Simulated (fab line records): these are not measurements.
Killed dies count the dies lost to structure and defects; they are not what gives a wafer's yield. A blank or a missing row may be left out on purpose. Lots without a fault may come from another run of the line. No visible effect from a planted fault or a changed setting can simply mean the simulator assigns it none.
Matching of chambers :: flow n5-finfet :: 4 sister chambers for N5_STI_FIN_REVEAL_ETCHBACK_08 on rie-diel-04
The step etches SiO2 in C4F6/O2, target depth 30.5 nm, time 10.167 s. 4 wafers are shown with their chamber, then 7 later ones without.

WAFERS WITH THEIR CHAMBER
wafer: L086.1
chamber: 3
drypump-motor-current-A (A): 6.0

wafer: L086.4
chamber: 0
drypump-motor-current-A (A): 5.3

wafer: L086.5
chamber: 2
drypump-motor-current-A (A): 6.1

wafer: L087.5
chamber: 1
drypump-motor-current-A (A): 5.1

WAFERS WHOSE CHAMBER IS MISSING
wafer: L087.6
drypump-motor-current-A (A): 6.1

wafer: L089.3
drypump-motor-current-A (A): 6.1

wafer: L089.4
drypump-motor-current-A (A): 5.3

wafer: L089.6
drypump-motor-current-A (A): 6.0

wafer: L095.1
drypump-motor-current-A (A): 5.3

wafer: L095.3
drypump-motor-current-A (A): 6.0

wafer: L095.6
drypump-motor-current-A (A): 5.0

THE CHAMBER EACH PASSED THROUGH
wafer: L087.6
from the rows above: 2
in truth: 2

wafer: L089.3
from the rows above: 2
in truth: 2

wafer: L089.4
from the rows above: 0
in truth: 0

wafer: L089.6
from the rows above: 3
in truth: 3

wafer: L095.1
from the rows above: 0
in truth: 0

wafer: L095.3
from the rows above: 3
in truth: 3

wafer: L095.6
from the rows above: 1
in truth: 1
Correctly placed: 7 of 7. Can't be placed from these rows: 0. 0 placed wrongly.
How it was worked out, from the rows above alone: a wafer's distance from a chamber is the root of the sum, over the readings, of the square of ((its reading less the chamber's mean) divided by the reading's scatter). The wafer belongs to the nearest chamber; if the next one is less than 2 further off, it can't be placed. The mean given for a chamber averages the wafers shown for that chamber. The scatter (one wafer shown for each chamber): square how far every hidden wafer sits from the nearest shown wafer, average those squares and take the square root.
